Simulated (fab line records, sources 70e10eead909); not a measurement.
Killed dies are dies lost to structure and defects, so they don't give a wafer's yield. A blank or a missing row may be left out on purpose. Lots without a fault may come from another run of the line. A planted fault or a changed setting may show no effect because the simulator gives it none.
fab line records | flow nand_harc | part 1 of 2: steps 1 to 4 of 6
record lots=24 wafers=72 last_day=25
route steps=1159 shown A_STAIRCASE@616
lots that met no fault: from a run of the same line without faults
start_h: hours from the record's first day to the start of the lot's first wafer shown | wait_h: hours since the lot's step before | " the same as in the row above | L1.1+2: a row that stands for several wafers | - no value, or no start given | * or withheld: withheld | < > ~ a bound
route shown NAME@n: a module of which the file shows steps, and the number in the route of the first | usual: mean/standard deviation of fault-free wafers | same: alike in all rows | chamber/n: place in a boat | sites: the reading at each site | _std_site: their standard deviation | _edge_site: outer sites' mean less inner sites' | radius_mm: how far each site lies from the wafer's centre | mask NAME#n: copy n | behind: the tool/chamber that last shaped the wafer | hold: why the lot was held/for how many hours/how that ended | device: the transistor (n, p or np) that didn't switch | end of line: the same wafers' tests at the end of the route | a step without rows: its recipe alone | killed: dies lost to structure and defects at the first sort, not the wafer's yield | map: a wafer's dies, x killed, . not, _ none there
set.NAME: the setting as run; set.NAME@STEP: as run at that earlier step | model.NAME: the simulator's own value behind a step, which no gauge read
steps of the route over a sample of lots; a table a step, a row a wafer
services: from which hour (start_h, from the record's first day; less than 0 if before it) a tool's chamber was out of use, for how many hours, and why
## steps
# step NHARC_A_STAIRCASE_TRIM_222
# recipe time_s=211.2 o2_flow_sccm=500 ar_flow_sccm=0 bias_w=0 chemistry=O2
# usual drypump_motor_current_A=5.6/0.32 mfc_ar_sccm=0.016/0.017 oes_product_au=1.002/0.011 rf_vpp_V=57.6/0.87 showerhead_plenum_p_Torr=3.51/0.18 throttle_valve_pct=17.036/0.0082
# same time_s=211.2
# columns lot.wafer tool chamber start_h wait_h drypump_motor_current_A mfc_ar_sccm oes_product_au rf_hours_counter_h rf_vpp_V showerhead_plenum_p_Torr throttle_valve_pct
L075.2 rie_diel-02 1 - - 5.6 0.001 0.998 33 58.6 3.56 17.020
L075.3 " 2 " " 5.9 0 1.002 33 59.1 3.79 17.027
L075.4 " 3 " " 5.6 0 1.008 31 56.5 3.35 17.028
L074.1 rie_diel-03 2 - - 5.3 0 1.001 7 57.4 3.80 17.031
L074.6 " 0 " " 5.3 0.042 1.014 - 57.9 3.42 17.034
L074.5 " 1 " " 5.7 0.021 1.009 - 56.9 3.30 17.034
L077.4 rie_diel-03 0 - - 5.3 0.042 1.012 12 56.3 3.41 17.032
L077.3 " 3 " " 6.2 0 0.998 12 57.5 3.33 17.036
L077.6 " 0 " " 5.3 0.042 1.008 - 58.2 3.41 17.042
L076.3 rie_diel-03 2 - - 5.3 0 0.991 14 58.8 3.80 17.037
L076.4 " 3 " " 6.2 0 0.995 13 57.0 3.33 17.032
L076.5 " 2 " " 5.3 0 1.005 - 58.7 3.80 17.028
L079.4 rie_diel-02 1 - - 5.6 0.001 0.985 45 58.2 3.55 17.033
L079.6 " 1 " " 5.6 0.001 0.982 - 58.3 3.55 17.033
L079.5 " 2 " " 5.9 0 1.000 - 57.6 3.78 17.035
L078.2 rie_diel-09 2 - - 5.6 0.034 1.017 4 58.6 3.57 17.039
L078.5 " 2 " " 5.6 0.034 1.003 - 58.4 3.57 17.012
L078.6 " 3 " " 6.2 0 0.994 - 59.6 3.77 17.040
L081.3 rie_diel-03 1 - - 5.7 0.021 1.010 20 56.3 3.29 17.045
L081.4 " 3 " " 6.2 0 1.004 21 56.5 3.32 17.039
L081.1 " 0 " " 5.3 0.042 1.024 20 56.5 3.41 17.032
L080.2 rie_diel-09 2 - - 5.6 0.034 1.004 6 56.6 3.57 17.016
L080.6 " 1 " " 5.2 0.040 0.983 - 58.4 3.69 17.043
L080.5 " 2 " " 5.6 0.034 1.007 - 57.5 3.57 17.042
L083.1 rie_diel-03 3 - - 6.2 0 1.005 28 58.8 3.32 17.027
L083.4 " 0 " " 5.3 0.042 1.018 27 58.5 3.40 17.028
L083.6 " 0 " " 5.3 0.042 1.014 - 58.2 3.40 17.050
L082.2 rie_diel-02 1 - - 5.7 0.001 0.979 52 57.1 3.55 17.027
L082.5 " 2 " " 5.9 0 0.985 - 57.7 3.78 17.035
L082.6 " 3 " " 5.6 0 0.992 - 57.5 3.35 17.045
L084.4 rie_diel-03 1 - - 5.7 0.021 0.997 30 58.1 3.29 17.041
L084.5 " 1 " " 5.7 0.021 0.998 - 56.0 3.29 17.025
L084.6 " 2 " " 5.3 0 0.996 - 57.8 3.79 17.033
L085.2 rie_diel-09 1 - - 5.2 0.040 0.983 19 56.7 3.68 17.038
L085.3 " 3 " " 6.2 0 1.005 25 57.5 3.76 17.038
L085.5 " 2 " " 5.6 0.034 1.023 - 57.4 3.56 17.044
L086.2 rie_diel-03 0 - - 5.3 0.042 1.025 35 56.7 3.40 17.047
L086.1 " 1 " " 5.7 0.021 1.015 35 56.0 3.29 17.042
L086.3 " 3 " " 6.2 0 0.997 36 58.0 3.32 17.027
L088.1 rie_diel-02 0 - - 5.8 0.032 1.024 58 57.7 3.53 17.010
L088.6 " 0 " " 5.8 0.032 1.009 - 58.2 3.53 17.039
L088.5 " 1 " " 5.6 0.001 0.993 - 58.8 3.54 17.032
L087.1 rie_diel-09 0 - - 5.6 0 1.007 24 56.9 3.35 17.037
L087.4 " 1 " " 5.2 0.040 0.994 20 57.1 3.68 17.047
L087.5 " 0 " " 5.5 0 1.019 - 56.9 3.35 17.036
L090.3 rie_diel-02 1 - - 5.6 0.001 0.993 1 57.7 3.54 17.032
L090.6 " 3 " " 5.6 0 1.000 - 57.6 3.34 17.038
L090.5 " 0 " " 5.8 0.032 1.015 - 57.6 3.53 17.031
L089.2 rie_diel-09 1 - - 5.2 0.040 0.991 28 58.1 3.68 17.043
L089.1 " 2 " " 5.6 0.034 0.998 31 58.3 3.55 17.027
L089.5 " 0 " " 5.6 0 1.004 - 58.9 3.34 17.044
L091.1 rie_diel-03 0 - - 5.2 0.042 1.014 46 58.6 3.39 17.035
L091.4 " 3 " " 6.3 0 0.994 48 57.6 3.31 17.044
L091.6 " 0 " " 5.3 0.042 1.015 - 56.4 3.39 17.031
L092.2 rie_diel-09 3 - - 6.2 0 1.009 36 58.4 3.75 17.038
L092.3 " 0 " " 5.6 0 1.019 35 57.7 3.34 17.034
L092.6 " 2 " " 5.6 0.034 1.005 - 58.0 3.55 17.045
L093.3 rie_diel-09 2 - - 5.6 0.034 1.005 35 57.5 3.55 17.034
L093.4 " 3 " " 6.2 0 1.001 38 58.7 3.75 17.041
L093.6 " 0 " " 5.5 0 1.009 - 56.5 3.34 17.051
L094.4 rie_diel-03 3 - - 6.3 0 0.998 53 57.3 3.31 17.035
L094.3 " 0 " " 5.2 0.042 1.011 51 57.7 3.39 17.033
L094.1 " 2 " " 5.3 0 1.001 53 57.3 3.78 17.026
L095.2 rie_diel-02 3 - - 5.6 0 1.007 12 57.5 3.33 17.036
L095.4 " 0 " " 5.8 0.032 1.013 13 58.3 3.52 17.043
L095.5 " 3 " " 5.6 0 0.998 - 57.4 3.33 17.040
L096.1 rie_diel-03 1 - - 5.7 0.021 1.001 56 56.8 3.27 17.032
L096.2 " 2 " " 5.3 0 1.005 57 58.4 3.78 17.049
L096.5 " 1 " " 5.7 0.021 0.991 - 57.1 3.27 17.033
L097.2 rie_diel-09 3 - - 6.2 0 0.995 50 57.0 3.74 17.026
L097.3 " 2 " " 5.6 0.034 1.007 47 56.0 3.54 17.034
L097.5 " 3 " " 6.2 0 0.992 - 57.1 3.74 17.043
# step NHARC_A_STAIRCASE_DESCUM_252
# recipe time_s=3 o2_flow_sccm=200 ar_flow_sccm=0 bias_power_w=0 chemistry=O2
# usual drypump_motor_current_A=5.7/0.35 mfc_ar_sccm=0.015/0.017 oes_product_au=1.003/0.011 rf_vpp_V=57.7/0.88 showerhead_plenum_p_Torr=1.91/0.11 throttle_valve_pct=11.311/0.0084
# same time_s=3
# columns lot.wafer tool chamber start_h wait_h drypump_motor_current_A mfc_ar_sccm oes_product_au rf_hours_counter_h rf_vpp_V showerhead_plenum_p_Torr throttle_valve_pct
L075.2 rie_diel-03 2 244.31 - 5.3 0 1.005 8 58.3 2.07 11.309
L075.3 " 3 " " 6.2 0 0.999 7 57.7 1.80 11.312
L075.4 " 1 " " 5.7 0.021 1.009 7 57.9 1.78 11.291
L074.1 rie_diel-09 0 244.87 - 5.6 0 1.013 61 56.1 1.82 11.308
L074.6 " 3 " " 6.2 0 1.005 - 59.7 2.06 11.294
L074.5 " 0 " " 5.5 0 1.014 - 57.6 1.82 11.303
L077.3 rie_diel-03 1 261.29 - 5.7 0.021 1.003 14 58.5 1.78 11.294
L077.4 " 0 " " 5.2 0.042 1.011 13 58.0 1.85 11.299
L077.6 " 1 " " 5.7 0.021 1.004 - 56.7 1.78 11.302
L076.4 rie_diel-02 0 265.01 - 5.8 0.032 1.002 40 57.4 1.92 11.307
L076.3 " 3 " " 5.5 0 0.997 39 56.0 1.81 11.327
L076.5 " 0 " " 5.8 0.032 1.001 - 58.3 1.92 11.313
L079.4 rie_diel-09 3 274.32 - 6.2 0 0.996 7 58.7 2.05 11.311
L079.5 " 0 " " 5.5 0 1.005 - 55.7 1.82 11.291
L079.6 " 1 " " 5.2 0.040 0.962 - 59.3 2.01 11.315
L078.2 rie_diel-09 0 275.31 - 5.6 0 1.009 5 57.4 1.82 11.300
L078.6 " 3 " " 6.2 0 0.993 - 57.9 2.05 11.310
L078.5 " 0 " " 5.5 0 1.015 - 58.1 1.82 11.320
L081.1 rie_diel-03 0 278.63 - 5.3 0.042 1.015 21 57.1 1.84 11.306
L081.3 " 2 " " 5.3 0 1.002 21 58.7 2.07 11.318
L081.4 " 3 " " 6.2 0 0.991 22 57.1 1.79 11.321
L080.2 rie_diel-09 3 279.04 - 6.2 0 1.000 7 58.2 2.05 11.304
L080.5 " 3 " " 6.2 0 1.007 - 58.6 2.05 11.305
L080.6 " 0 " " 5.5 0 1.017 - 57.8 1.81 11.324
L083.1 rie_diel-03 3 295.61 - 6.2 0 0.998 29 58.1 1.79 11.328
L083.4 " 1 " " 5.7 0.021 1.013 28 57.0 1.77 11.307
L083.6 " 0 " " 5.2 0.042 1.015 - 57.2 1.84 11.309
L082.2 rie_diel-02 0 297.73 - 5.8 0.032 1.018 51 57.8 1.92 11.312
L082.6 " 1 " " 5.6 0.001 0.986 - 58.5 1.93 11.318
L082.5 " 2 " " 5.9 0 0.989 - 56.6 2.06 11.307
L084.4 rie_diel-03 2 313.95 - 5.3 0 0.996 33 57.9 2.07 11.309
L084.5 " 3 " " 6.2 0 1.014 - 57.1 1.79 11.310
L084.6 " 0 " " 5.2 0.042 1.009 - 58.0 1.84 11.318
L085.2 rie_diel-03 0 323.93 - 5.2 0.042 1.011 37 57.6 1.84 11.314
L085.3 " 1 " " 5.7 0.021 1.008 36 55.9 1.77 11.325
L085.5 " 3 " " 6.2 0 0.999 - 56.7 1.79 11.304
L086.2 rie_diel-03 0 324.58 - 5.2 0.042 1.010 37 58.4 1.84 11.305
L086.1 " 1 " " 5.8 0.021 1.009 36 56.9 1.77 11.307
L086.3 " 2 " " 5.3 0 1.006 36 56.5 2.06 11.314
L088.1 rie_diel-09 0 331.96 - 5.5 0 1.023 29 57.1 1.81 11.314
L088.6 " 2 " " 5.6 0.034 1.016 - 58.1 1.93 11.318
L088.5 " 3 " " 6.2 0 1.011 - 59.2 2.05 11.306
L087.4 rie_diel-09 3 333.36 - 6.2 0 1.003 31 58.9 2.04 11.308
L087.1 " 1 " " 5.2 0.040 0.992 25 58.7 2.00 11.300
L087.5 " 3 " " 6.2 0 1.008 - 58.8 2.04 11.322
L090.3 rie_diel-09 2 343.81 - 5.6 0.034 1.023 32 59.0 1.93 11.323
L090.6 " 3 " " 6.2 0 1.008 - 57.2 2.04 11.317
L090.5 " 0 " " 5.5 0 1.014 - 55.7 1.81 11.320
L089.1 rie_diel-03 0 344.89 - 5.2 0.042 1.014 46 57.2 1.83 11.325
L089.2 " 1 " " 5.7 0.021 1.002 45 57.4 1.77 11.314
L089.5 " 0 " " 5.2 0.042 1.003 - 59.2 1.84 11.303
L091.4 rie_diel-02 1 350.65 - 5.6 0.001 0.987 5 58.0 1.92 11.301
L091.1 " 2 " " 5.9 0 0.976 5 58.2 2.05 11.310
L091.6 " 0 " " 5.8 0.032 1.004 - 56.4 1.91 11.296
L092.3 rie_diel-09 3 351.07 - 6.2 0 1.014 38 58.3 2.04 11.310
L092.2 " 1 " " 5.2 0.040 0.996 33 57.9 2.00 11.327
L092.6 " 0 " " 5.6 0 1.013 - 59.0 1.81 11.296
L093.3 rie_diel-02 2 355.95 - 5.9 0 0.985 6 56.7 2.05 11.321
L093.4 " 3 " " 5.5 0 1.003 6 57.3 1.80 11.300
L093.6 " 2 " " 5.9 0 0.984 - 56.7 2.05 11.310
L094.3 rie_diel-03 1 367.06 - 5.7 0.021 0.995 53 56.9 1.77 11.315
L094.4 " 2 " " 5.3 0 1.004 55 58.6 2.06 11.309
L094.1 " 3 " " 6.2 0 0.994 56 56.7 1.78 11.306
L095.4 rie_diel-03 0 378.32 - 5.3 0.042 1.019 57 57.2 1.83 11.303
L095.2 " 1 " " 5.7 0.021 1.011 56 57.2 1.77 11.312
L095.5 " 1 " " 5.7 0.021 0.996 - 57.1 1.77 11.313
L096.2 rie_diel-03 1 380.82 - 5.7 0.021 1.001 56 57.3 1.77 11.301
L096.1 " 2 " " 5.3 0 0.990 57 57.1 2.06 11.303
L096.5 " 1 " " 5.7 0.021 1.005 - 57.1 1.77 11.316
L097.3 rie_diel-09 2 393.45 - 5.6 0.034 1.020 49 57.4 1.92 11.313
L097.2 " 1 " " 5.2 0.040 0.994 45 58.2 1.99 11.318
L097.5 " 3 " " 6.2 0 1.013 - 58.8 2.04 11.321
# step NHARC_A_STAIRCASE_STRIP_254
# recipe power_w=1500 temp_c=250 chemistry=O2
# usual drypump_motor_current_A=6.0/0.5 heater_power_w=335/35 rf_refl_power_W=22/7.3
# columns lot.wafer tool chamber start_h wait_h drypump_motor_current_A heater_power_w rf_hours_counter_h rf_refl_power_W
L075.2 plasma_asher-02 1 244.53 - 6.0 356 17 25
L075.3 " 0 " " 5.2 267 - 33
L075.4 " 1 " " 6.0 357 - 27
L074.1 plasma_asher-01 0 245.08 - 6.5 362 47 15
L074.6 " 1 " " 6.3 345 - 17
L074.5 " 0 " " 6.5 364 - 15
L077.3 plasma_asher-01 1 261.61 - 6.3 348 - 17
L077.4 " 0 " " 6.5 373 - 15
L077.6 " 1 " " 6.3 344 - 17
L076.3 plasma_asher-02 0 265.32 - 5.2 271 - 33
L076.4 " 1 " " 6.0 356 - 25
L076.5 " 0 " " 5.1 271 - 34
L079.4 plasma_asher-02 0 274.56 - 5.1 271 - 34
L079.5 " 0 " " 5.1 278 - 33
L079.6 " 1 " " 5.9 361 - 24
L078.2 plasma_asher-01 1 275.57 - 6.3 345 58 18
L078.6 " 0 " " 6.5 373 - 15
L078.5 " 1 " " 6.3 344 - 18
L081.1 plasma_asher-02 1 278.85 - 6.0 362 30 -
L081.3 " 0 " " 5.2 276 - -
L081.4 " 1 " " 5.9 362 - -
L080.2 plasma_asher-02 0 279.22 - 5.1 275 30 33
L080.5 " 0 " " 5.1 274 - 34
L080.6 " 1 " " 6.0 354 - 25
L083.1 plasma_asher-01 0 295.79 - 6.5 370 2 15
L083.4 " 0 " " 6.5 371 - 15
L083.6 " 1 " " 6.3 326 - 17
L082.2 plasma_asher-01 1 297.93 - 6.3 329 2 17
L082.5 " 0 " " 6.5 369 - 14
L082.6 " 1 " " 6.3 322 - 19
L084.4 plasma_asher-02 1 314.24 - 6.0 361 - 25
L084.5 " 0 " " 5.1 276 - 34
L084.6 " 1 " " 6.0 361 - 24
L085.2 plasma_asher-02 0 324.25 - 5.1 272 46 34
L085.3 " 0 " " 5.1 272 - 33
L085.5 " 0 " " 5.1 271 - 34
L086.2 plasma_asher-01 0 324.75 - 6.5 363 13 15
L086.1 " 1 " " 6.3 320 13 17
L086.3 " 1 " " 6.3 322 - 17
L088.1 plasma_asher-02 1 332.24 - 5.9 359 50 -
L088.5 " 0 " " 5.2 280 - -
L088.6 " 1 " " 6.0 360 - -
L087.1 plasma_asher-01 0 333.64 - 6.5 374 15 15
L087.4 " 0 " " 6.5 363 - 15
L087.5 " 1 " " 6.3 326 - 17
L090.3 plasma_asher-01 0 344.08 - 6.6 370 - 15
L090.5 " 0 " " 6.5 368 - 15
L090.6 " 1 " " 6.3 332 - 18
L089.2 plasma_asher-02 0 345.11 - 5.1 273 54 33
L089.1 " 1 " " 5.9 361 54 25
L089.5 " 1 " " 5.9 361 - 26
L091.1 plasma_asher-01 0 350.82 - 6.5 373 21 -
L091.4 " 0 " " 6.5 361 - -
L091.6 " 0 " " 6.5 365 - -
L092.2 plasma_asher-01 0 351.41 - 6.5 372 21 -
L092.3 " 1 " " 6.3 319 - -
L092.6 " 0 " " 6.5 363 - -
L093.3 plasma_asher-01 0 356.21 - 6.5 367 - 15
L093.4 " 1 " " 6.3 325 - 17
L093.6 " 0 " " 6.5 370 - 15
L094.1 plasma_asher-01 0 367.95 - 6.4 371 28 15
L094.3 " 1 " " 6.3 320 - 18
L094.4 " 0 " " 6.5 373 - 15
L095.2 plasma_asher-01 0 378.54 - 6.5 355 32 15
L095.4 " 0 " " 6.5 366 - 15
L095.5 " 1 " " 6.3 331 - 17
L096.1 plasma_asher-01 0 381.08 - 6.5 379 33 -
L096.2 " 1 " " 6.3 313 33 -
L096.5 " 0 " " 6.5 367 - -
L097.2 plasma_asher-02 1 393.75 - 6.0 380 8 26
L097.3 " 1 " " 5.9 369 - 26
L097.5 " 0 " " 5.2 281 - 34
# step NHARC_A_STAIRCASE_DEP_301
# recipe target_thk_a=300 target_thk_nm=30 temp_c=400 pressure_torr=3.5 flow_sccm=200 rf_w=350 material=SiON
# usual heater_power_w=716/100
# columns lot.wafer tool chamber start_h wait_h heater_power_w since_wet_clean_h
L075.3 pecvd-04 1 252.46 1.0 649 44
L075.2 " 2 " " 644 44
L075.4 " 0 " " 727 -
L074.1 pecvd-04 0 253.06 1.6 758 45
L074.5 " 2 " " 668 -
L074.6 " 1 " " 721 -
L077.3 pecvd-04 2 269.62 0.9 557 61
L077.6 " 2 " " 604 -
L077.4 " 0 " " 711 -
L076.3 pecvd-01 2 274.73 1.0 745 24
L076.5 " 1 " " 851 -
L076.4 " 0 " " 611 -
L078.2 pecvd-04 0 285.18 1.2 698 77
L078.6 " 0 " " 713 -
L078.5 " 1 " " 651 -
L079.6 pecvd-02 2 285.20 0.1 957 -
L079.4 " 0 " " 651 -
L079.5 " 1 " " 823 -
L081.3 pecvd-01 1 288.61 1.0 797 38
L081.1 " 0 " " 599 38
L081.4 " 1 " " 801 -
L080.2 pecvd-04 2 288.99 1.3 625 81
L080.5 " 1 " " 741 -
L080.6 " 2 " " 611 -
L083.1 pecvd-04 1 308.52 1.6 700 100
L083.4 " 2 " " 607 -
L083.6 " 0 " " 615 -
L082.2 pecvd-02 1 312.84 1.4 837 147
L082.5 " 2 " " 987 -
L082.6 " 1 " " 826 -
L084.6 pecvd-04 2 322.08 0.1 670 -
L084.5 " 0 " " 692 -
L084.4 " 1 " " 762 -
L085.2 pecvd-04 0 332.68 1.3 749 124
L085.3 " 1 " " 685 124
L085.5 " 0 " " 766 -
L086.2 pecvd-04 2 334.50 1.3 669 126
L086.3 " 0 " " 690 126
L086.1 " 1 " " 728 126
L088.1 pecvd-01 2 342.07 1.8 721 92
L088.5 " 1 " " 715 -
L088.6 " 0 " " 633 -
L087.1 pecvd-04 2 342.61 1.8 617 134
L087.4 " 1 " " 773 -
L087.5 " 2 " " 634 -
L090.3 pecvd-02 2 355.44 1.1 1037 -
L090.6 " 1 " " 855 -
L090.5 " 2 " " 1035 -
L089.1 pecvd-01 1 357.15 1.6 718 107
L089.2 " 0 " " 636 107
L089.5 " 2 " " 817 -
L091.1 pecvd-04 1 363.41 1.6 745 155
L091.4 " 2 " " 587 -
L091.6 " 0 " " 692 -
L092.2 pecvd-02 2 365.24 1.3 1028 18
L092.3 " 0 " " 545 18
L092.6 " 1 " " 803 -
L093.3 pecvd-04 0 368.50 0.9 712 160
L093.4 " 1 " " 694 -
L093.6 " 2 " " 686 -
L094.1 pecvd-04 2 375.57 1.6 661 167
L094.3 " 0 " " 632 167
L094.4 " 0 " " 653 -
L095.2 pecvd-01 0 386.39 1.3 596 136
L095.4 " 2 " " 790 -
L095.5 " 1 " " 854 -
L096.2 pecvd-04 1 389.71 1.3 815 0
L096.1 " 0 " " 649 0
L096.5 " 1 " " 801 -
L097.2 pecvd-04 2 404.17 1.3 664 15
L097.3 " 0 " " 659 15
L097.5 " 1 " " 733 -
